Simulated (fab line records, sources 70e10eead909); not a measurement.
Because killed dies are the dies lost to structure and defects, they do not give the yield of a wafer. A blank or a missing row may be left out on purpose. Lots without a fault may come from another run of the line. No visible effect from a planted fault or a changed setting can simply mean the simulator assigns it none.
Which of the tools did it? | flow nand-harc | Sampling: 11 lots, 33 wafers, 6 of 1302 route steps

## WHAT THE GAUGES READ, wafer by wafer
NHARC_P_START_INSPECT_01. Usual: 3.6 for raw-defect-count, sd 2.2.
lot  | measured     | on                | raw-defect-count | flag
L589 | day 1 20:03  | defect-inspect-01 | 1 0 3            |
L591 | day 2 16:02  | defect-inspect-02 | 3 4 1            |
L592 | day 3 02:02  | defect-inspect-01 | 3 3 5            |
L594 | day 3 22:02  | defect-inspect-02 | 4 3 3            |
L602 | day 7 06:02  | defect-inspect-01 | 2 0 5            |
L603 | day 7 16:02  | defect-inspect-02 | 2 3 0            |
L607 | day 9 08:02  | defect-inspect-01 | 4 3 5            |
L608 | day 9 18:02  | defect-inspect-02 | 0 3 3            |
L609 | day 10 04:02 | defect-inspect-01 | 5 7 5            |
L611 | day 11 00:02 | defect-inspect-02 | 1 5 3            |
L612 | day 11 10:03 | defect-inspect-02 | 3 0 3            |

NHARC_P_GATE_CD_MEAS_46: target cd 720 nm. Usual: 720.2 nm for cd-nm, sd 1.8.
lot  | measured     | on        | cd-nm (nm)        | flag
L589 | day 5 18:35  | cd-sem-03 | 719.0 720.7 718.3 |
L591 | day 6 08:29  | cd-sem-02 | 719.2 720.1 722.3 |
L592 | day 6 22:08  | cd-sem-01 | 718.6 720.4 720.7 |
L594 | day 7 17:43  | cd-sem-01 | - - -             | OFF
L602 | day 10 19:40 | cd-sem-02 | 722.9 723.5 722.2 |
L603 | day 11 19:37 | cd-sem-03 | 723.6 720.4 720.7 |
L607 | day 13 01:12 | cd-sem-01 | 720.5 723.1 717.8 |
L608 | day 13 13:42 | cd-sem-02 | 720.5 721.6 718.1 |
L609 | day 14 05:02 | cd-sem-02 | 719.3 718.5 716.1 |
L611 | day 14 13:28 | cd-sem-03 | 721.2 721.3 720.2 |
L612 | day 14 23:30 | cd-sem-01 | 717.6 718.9 720.3 |

NHARC_END_SORT_01. Usual: killed-at-array 58, standard deviation 22; killed-at-other 1.0, standard deviation 1.3; killed-at-periphery 5, standard deviation 3.4; killed-dies 64, standard deviation 22; killed-open 3.6, standard deviation 1.8; killed-short 2.4, standard deviation 1.7.
lot  | measured     | on        | killed-at-array | killed-at-other | killed-at-periphery | killed-dies | killed-open | killed-short | flag
L594 | day 27 06:52 | prober-01 | 34 27 34        | 4 2 0           | 639 648 643         | 677 677 677 | 8 6 4       | 1 2 3        | OFF

## WHICH TOOL RAN EACH LOT (tool, then ch and the chambers of the sampled wafers, then the start)
lot  | NHARC_P_STI_ETCH_42                | NHARC_P_GATE_ETCHBACK_37                      | NHARC_P_GATE_EXPOSE_43
L589 | rie-diel-04 ch 0,1,3, day 3 01:02  | rie-diel-06 ch 0,1, day 5 18:26 or earlier    | krf-scanner-01 ch 0, day 5 18:26
L591 | rie-diel-04 ch 1,2, day 3 14:57    | rie-diel-06 ch 1,2,3, day 6 08:20 or earlier  | krf-scanner-02 ch 0, day 6 08:20
L592 | rie-diel-12 ch 0,1,2, day 4 01:23  | rie-diel-13 ch 0,2,3, day 6 21:58 or earlier  | krf-scanner-02 ch 0, day 6 21:58
L594 | rie-diel-11 ch 0,2,3, day 4 22:49  | rie-diel-13 ch 0,1,3, day 7 17:34 or earlier  | krf-scanner-01 ch 0, day 7 17:34
L602 | rie-diel-12 ch 0,1,3, day 8 05:12  | rie-diel-13 ch 0,1,2, day 10 19:31 or earlier | krf-scanner-02 ch 0, day 10 19:31
L603 | rie-diel-11 ch 0,1,2, day 8 15:53  | rie-diel-13 ch 0,3, day 11 19:28 or earlier   | krf-scanner-01 ch 0, day 11 19:28
L607 | rie-diel-12 ch 0,2,3, day 10 09:10 | rie-diel-06 ch 0,3, day 13 01:02 or earlier   | krf-scanner-01 ch 0, day 13 01:02
L608 | rie-diel-11 ch 0,1,2, day 10 21:49 | rie-diel-06 ch 0,1, day 13 13:33 or earlier   | krf-scanner-03 ch 0, day 13 13:33
L609 | rie-diel-12 ch 2,3, day 11 07:56   | rie-diel-08 ch 0,1,3, day 14 04:52 or earlier | krf-scanner-03 ch 0, day 14 04:52
L611 | rie-diel-11 ch 1,3, day 12 00:49   | rie-diel-13 ch 1,2,3, day 14 13:19 or earlier | krf-scanner-02 ch 0, day 14 13:19
L612 | rie-diel-04 ch 0,1,2, day 12 09:13 | rie-diel-13 ch 0,1,3, day 14 23:20 or earlier | krf-scanner-01 ch 0, day 14 23:20
- NHARC_P_STI_ETCH_42: etches the open film in N2/H2, target depth 80 nm, overetch 24 nm, time 61 s.
- NHARC_P_GATE_ETCHBACK_37: etches the open film in CHF3/O2, target depth 34.5 nm, time 17.2 s.
- NHARC_P_GATE_EXPOSE_43: exposes mask P NSD, target cd 720 nm.

## AS READ BY THE TOOLS THEMSELVES (means over the sampled wafers that have a number; for cases with no such wafer, the mark the record gives instead)
NHARC_P_STI_ETCH_42. Usual: chamber-pressure-mTorr 30.000 mTorr, standard deviation 0.027; drypump-motor-current-A 5.6 A, standard deviation 0.53; oes-product-au 0.996 a.u., standard deviation 0.014; rf-vpp-V 430.2 V, standard deviation 2.3; showerhead-plenum-p-Torr 2.03 Torr, standard deviation 0.082; throttle-valve-pct 14.171 %, standard deviation 0.0087.
lot  | tool        | chamber-pressure-mTorr (mTorr) | drypump-motor-current-A (A) | oes-product-au (a.u.) | rf-vpp-V (V) | showerhead-plenum-p-Torr (Torr) | throttle-valve-pct (%) | flag
L589 | rie-diel-04 | 29.996                         | 5.6                         | 0.999                 | 429.8        | 2.04                            | 14.170                 |
L591 | rie-diel-04 | 29.992                         | 5.8                         | 1.006                 | 432.9        | 2.11                            | 14.161                 |
L592 | rie-diel-12 | 29.997                         | 5.3                         | 1.005                 | 430.3        | 2.04                            | 14.169                 |
L594 | rie-diel-11 | 30.001                         | 6.2                         | 0.996                 | 431.0        | 2.08                            | 14.179                 |
L602 | rie-diel-12 | 30.017                         | 5.6                         | 0.993                 | 431.5        | 2.04                            | 14.171                 |
L603 | rie-diel-11 | 29.983                         | 6.3                         | 0.998                 | 429.1        | 1.98                            | 14.173                 |
L607 | rie-diel-12 | 30.011                         | 5.3                         | 0.986                 | 429.8        | 2.02                            | 14.165                 |
L608 | rie-diel-11 | 29.999                         | 6.3                         | 1.000                 | 428.5        | 1.98                            | 14.169                 |
L609 | rie-diel-12 | 30.011                         | 5.2                         | 0.997                 | 430.7        | 2.03                            | 14.173                 |
L611 | rie-diel-11 | 30.008                         | 5.7                         | 1.009                 | 431.8        | 2.10                            | 14.175                 |
L612 | rie-diel-04 | 29.991                         | 5.5                         | 0.994                 | 430.1        | 2.04                            | 14.172                 |

NHARC_P_GATE_ETCHBACK_37. Usual: chamber-pressure-mTorr 25.001 mTorr, standard deviation 0.021; drypump-motor-current-A 6.1 A, standard deviation 0.44; oes-product-au 0.938 a.u., standard deviation 0.028; rf-vpp-V 370.2 V, standard deviation 2.1; showerhead-plenum-p-Torr 2.38 Torr, standard deviation 0.094; throttle-valve-pct 20.573 %, standard deviation 0.009.
lot  | tool        | chamber-pressure-mTorr (mTorr) | drypump-motor-current-A (A) | oes-product-au (a.u.) | rf-vpp-V (V) | showerhead-plenum-p-Torr (Torr) | throttle-valve-pct (%) | flag
L589 | rie-diel-06 | 25.003                         | 5.8                         | 0.922                 | 366.9        | 2.27                            | 20.570                 |
L591 | rie-diel-06 | 25.002                         | 6.3                         | 0.927                 | 369.5        | 2.34                            | 20.575                 |
L592 | rie-diel-13 | 25.007                         | 6.0                         | 1.001                 | 369.9        | 2.41                            | 20.581                 |
L594 | rie-diel-13 | 24.987                         | 6.1                         | 0.909                 | 372.7        | 2.48                            | 20.567                 |
L602 | rie-diel-13 | 25.013                         | 6.1                         | 0.930                 | 372.1        | 2.46                            | 20.566                 |
L603 | rie-diel-13 | 25.001                         | 6.0                         | 0.924                 | 371.1        | 2.43                            | 20.581                 |
L607 | rie-diel-06 | 25.028                         | 6.6                         | 0.912                 | 369.9        | 2.36                            | 20.570                 |
L608 | rie-diel-06 | 25.012                         | 5.8                         | 0.979                 | 367.7        | 2.26                            | 20.573                 |
L609 | rie-diel-08 | 25.001                         | 5.8                         | 0.996                 | 369.9        | 2.38                            | 20.579                 |
L611 | rie-diel-13 | 24.990                         | 5.8                         | 0.934                 | 371.3        | 2.43                            | 20.576                 |
L612 | rie-diel-13 | 24.995                         | 6.1                         | 0.938                 | 372.7        | 2.48                            | 20.567                 |

NHARC_P_GATE_EXPOSE_43. Usual: focus-offset-nm 0.0 nm, standard deviation 0.56; reticle-temp-C 22.98 C, standard deviation 0.096.
lot  | tool           | focus-offset-nm (nm) | reticle-temp-C (C) | flag
L589 | krf-scanner-01 | 0.1                  | 23.07              |
L591 | krf-scanner-02 | -0.4                 | 22.95              |
L592 | krf-scanner-02 | -0.4                 | 22.89              |
L594 | krf-scanner-01 | 0.1                  | 22.84              |
L602 | krf-scanner-02 | -0.5                 | 23.09              |
L603 | krf-scanner-01 | 0.4                  | 22.87              |
L607 | krf-scanner-01 | 0.4                  | 22.90              |
L608 | krf-scanner-03 | -0.2                 | 23.02              |
L609 | krf-scanner-03 | -0.6                 | 22.98              |
L611 | krf-scanner-02 | -0.3                 | 23.04              |
L612 | krf-scanner-01 | 0.1                  | 23.09              |

## THE ANSWER, worked out from the rows above alone
Rule: a lot counts as off when the mean over its wafers that have a number is more than 3 standard deviations away from the usual mean. Also off: a lot with no number at a reading for which 4 or more lots have one. Where the step has rows for the other lots, those lots are counted as sound. Order of review: gauges by route order, followed by the tools' own readings, for which a lot's mean as printed above is used. At the first step where some lot is off, the reading lying furthest off is the one used; lots without a number count as furthest.
Off: L594, at NHARC_P_GATE_CD_MEAS_46 (cd-nm). Without a number there: L594.
A tool fits if, at a process step before that reading, it ran every lot that is off, and no sound lot after the first of them. Not tried: the gauges at NHARC_P_GATE_CD_MEAS_46; whatever is off there is also off at NHARC_END_SORT_01, on other tools, and gauge error can't account for it. NHARC_P_GATE_ETCHBACK_37 gives no start for some lots, so the hours and the order of its lots are those of NHARC_P_GATE_EXPOSE_43. Not one of the candidates tried fits.

## WHAT HAD BEEN PUT IN BY THE SIMULATOR
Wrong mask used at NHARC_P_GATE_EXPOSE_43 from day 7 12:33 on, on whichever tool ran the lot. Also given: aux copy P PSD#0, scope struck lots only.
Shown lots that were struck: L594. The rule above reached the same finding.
